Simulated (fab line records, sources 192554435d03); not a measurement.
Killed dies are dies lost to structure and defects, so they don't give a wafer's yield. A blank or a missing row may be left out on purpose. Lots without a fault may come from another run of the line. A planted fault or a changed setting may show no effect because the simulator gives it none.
Split-lot experiment | flow n5_finfet | 7 lots, 21 wafers read, on a route of 1938 steps

THE SPLIT
At N5_BEOL_M3_DESCUM_33 (chemistry O2, time 7 s), the setting time_s was moved away from the recipe's 7 s on 9 of the 21 wafers read, by -21.2% to +19.6%. The other wafers ran this setting at the recipe's value.

The reading is taken at the split's own step.

THE READING
CAR-EUV_of_BEOL_M3_COAT_22.thk_nm (the simulator's own value, which no gauge read), in nm, at N5_BEOL_M3_DESCUM_33 (chemistry O2, time 7 s). The file gives no usual value for it. The 12 wafers here that ran the recipe average 26.1 nm, standard deviation 0.12 nm.

wafer  | tool, chamber at the split | time_s as run, s | against the recipe | CAR-EUV_of_BEOL_M3_COAT_22.thk_nm, nm | against lot-mates on the recipe
L074.1 | rie_diel-01, 2             | 7                | recipe             | 26.2                                  | -
L074.3 | rie_diel-01, 3             | 5.516            | -21.2%             | 26.8                                  | +0.7
L074.5 | rie_diel-01, 2             | 7                | recipe             | 26                                    | -
L075.3 | rie_diel-03, 1             | 7                | recipe             | 26.2                                  | -
L075.4 | rie_diel-03, 0,3           | 7                | recipe             | 26                                    | -
L075.5 | rie_diel-03, 0,3           | 7                | recipe             | 26                                    | -
L079.2 | rie_diel-04, 1             | 7.651            | +9.3%              | 25.6                                  | no lot-mate on the recipe
L079.6 | rie_diel-04, 1             | 7.651            | +9.3%              | 25.6                                  | no lot-mate on the recipe
L079.4 | rie_diel-04, 3             | 7.651            | +9.3%              | 25.8                                  | no lot-mate on the recipe
L082.2 | rie_diel-03, 2             | 7                | recipe             | 26.2                                  | -
L082.5 | rie_diel-03, 2             | 7                | recipe             | 26.2                                  | -
L082.6 | rie_diel-03, 1             | 7                | recipe             | 26                                    | -
L086.2 | rie_diel-04, 3             | 8.37             | +19.6%             | 25.2                                  | -0.7
L086.4 | rie_diel-04, 2             | 7                | recipe             | 25.8                                  | -
L086.6 | rie_diel-04, 0             | 7                | recipe             | 26                                    | -
L091.1 | rie_diel-01, 3             | 7.994            | +14.2%             | 25.4                                  | -0.6
L091.3 | rie_diel-01, 2             | 7                | recipe             | 26                                    | -
L091.4 | rie_diel-01, 1             | 7.994            | +14.2%             | 25.6                                  | -0.4
L092.2 | rie_diel-03, 2             | 7.808            | +11.5%             | 25.6                                  | -0.4
L092.3 | rie_diel-03, 1             | 7.808            | +11.5%             | 25.8                                  | -0.2
L092.6 | rie_diel-03, 0             | 7                | recipe             | 26                                    | -
Where a row lists several chambers, the file gives one row for several wafers and doesn't say which wafer went through which chamber.

THE FIT
A straight line over all 21 wafers: CAR-EUV_of_BEOL_M3_COAT_22.thk_nm changes by -0.0378 nm for each +1% of time_s; r = -0.94; the points scatter about the line by 0.12 nm.
The same after taking each lot's own level away (the mean of its wafers on the recipe; 18 wafers): -0.0332 nm for each +1%; r = -0.95; scatter 0.097 nm.
On that fit, the largest move of time_s shifts the reading by 0.7 nm.
The lots' own levels span 25.90 to 26.13 nm, that is 2.0 times the standard deviation above.
So the lot-to-lot level changes the slope: the two fits differ.
Check: with one of the wafers moved furthest among these (-21.2%) left out of the fit, the line predicts +0.711 nm for it against its lot-mates. It came out at +0.7 nm against them.

THE FILE'S OWN FIT
CAR-EUV_of_BEOL_M3_COAT_22.thk_nm changes by -0.0335 nm for each +1% of time_s, r = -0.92.
